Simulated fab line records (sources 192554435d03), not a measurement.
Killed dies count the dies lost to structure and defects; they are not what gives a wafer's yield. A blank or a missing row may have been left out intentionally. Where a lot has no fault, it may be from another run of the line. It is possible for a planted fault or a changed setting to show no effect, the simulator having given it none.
Matching of chambers / flow n5-finfet / 4 sister chambers for N5_SD_EPI_P_SD_RECESS_17 on rie-si-05
The step chemistry HBr/Cl2/O2, target depth 39.1 nm, bt time 3 s. 8 wafers are shown with their chamber, then 11 later ones without.

## WAFERS WITH THEIR CHAMBER
wafer=L081.2; chamber=3; throttle-valve-pct (%)=37.09; oes-product-au (a.u.)=0.987
wafer=L081.5; chamber=3; throttle-valve-pct (%)=37.11; oes-product-au (a.u.)=0.995
wafer=L082.2; chamber=2; throttle-valve-pct (%)=37.10; oes-product-au (a.u.)=0.976
wafer=L082.3; chamber=1; throttle-valve-pct (%)=36.93; oes-product-au (a.u.)=1.012
wafer=L087.3; chamber=1; throttle-valve-pct (%)=36.95; oes-product-au (a.u.)=1.006
wafer=L087.4; chamber=0; throttle-valve-pct (%)=37.15; oes-product-au (a.u.)=1.016
wafer=L087.5; chamber=0; throttle-valve-pct (%)=37.15; oes-product-au (a.u.)=1.012
wafer=L089.1; chamber=2; throttle-valve-pct (%)=37.11; oes-product-au (a.u.)=0.989

## WAFERS WHOSE CHAMBER IS MISSING
wafer=L089.5; throttle-valve-pct (%)=36.96; oes-product-au (a.u.)=1.003
wafer=L089.6; throttle-valve-pct (%)=37.18; oes-product-au (a.u.)=1.007
wafer=L093.2; throttle-valve-pct (%)=36.94; oes-product-au (a.u.)=0.998
wafer=L093.4; throttle-valve-pct (%)=37.11; oes-product-au (a.u.)=0.992
wafer=L093.5; throttle-valve-pct (%)=37.10; oes-product-au (a.u.)=0.990
wafer=L094.1; throttle-valve-pct (%)=36.94; oes-product-au (a.u.)=1.005
wafer=L094.2; throttle-valve-pct (%)=37.17; oes-product-au (a.u.)=1.005
wafer=L094.3; throttle-valve-pct (%)=37.13; oes-product-au (a.u.)=0.984
wafer=L097.1; throttle-valve-pct (%)=36.96; oes-product-au (a.u.)=1.004
wafer=L097.3; throttle-valve-pct (%)=37.10; oes-product-au (a.u.)=0.993
wafer=L097.5; throttle-valve-pct (%)=36.94; oes-product-au (a.u.)=1.007

## CHAMBER TAKEN BY EACH
wafer=L089.5; from the rows above=1; in truth=1
wafer=L089.6; from the rows above=0; in truth=0
wafer=L093.2; from the rows above=1; in truth=1
wafer=L093.4; from the rows above=can't be placed: 3 or 2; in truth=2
wafer=L093.5; from the rows above=can't be placed: 3 or 2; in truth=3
wafer=L094.1; from the rows above=1; in truth=1
wafer=L094.2; from the rows above=0; in truth=0
wafer=L094.3; from the rows above=can't be placed: 2 or 3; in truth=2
wafer=L097.1; from the rows above=1; in truth=1
wafer=L097.3; from the rows above=can't be placed: 3 or 2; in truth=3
wafer=L097.5; from the rows above=1; in truth=1
7 of 11 placed correctly. Unplaceable from these rows: 4, with the true chamber sitting among the candidates in 4. 0 placed wrongly.
How it was worked out, from the rows above alone: a wafer's distance from a chamber is the root of the sum, over the readings, of the square of ((its reading less the chamber's mean) divided by the reading's scatter). The wafer belongs to the nearest chamber; if the next one is less than 2 further off, it can't be placed. For every chamber, the mean is computed from those of its wafers that are shown. The scatter: the root of (the sum of the squares of (reading less its chamber's mean) over the shown wafers, divided by (wafers less chambers)).
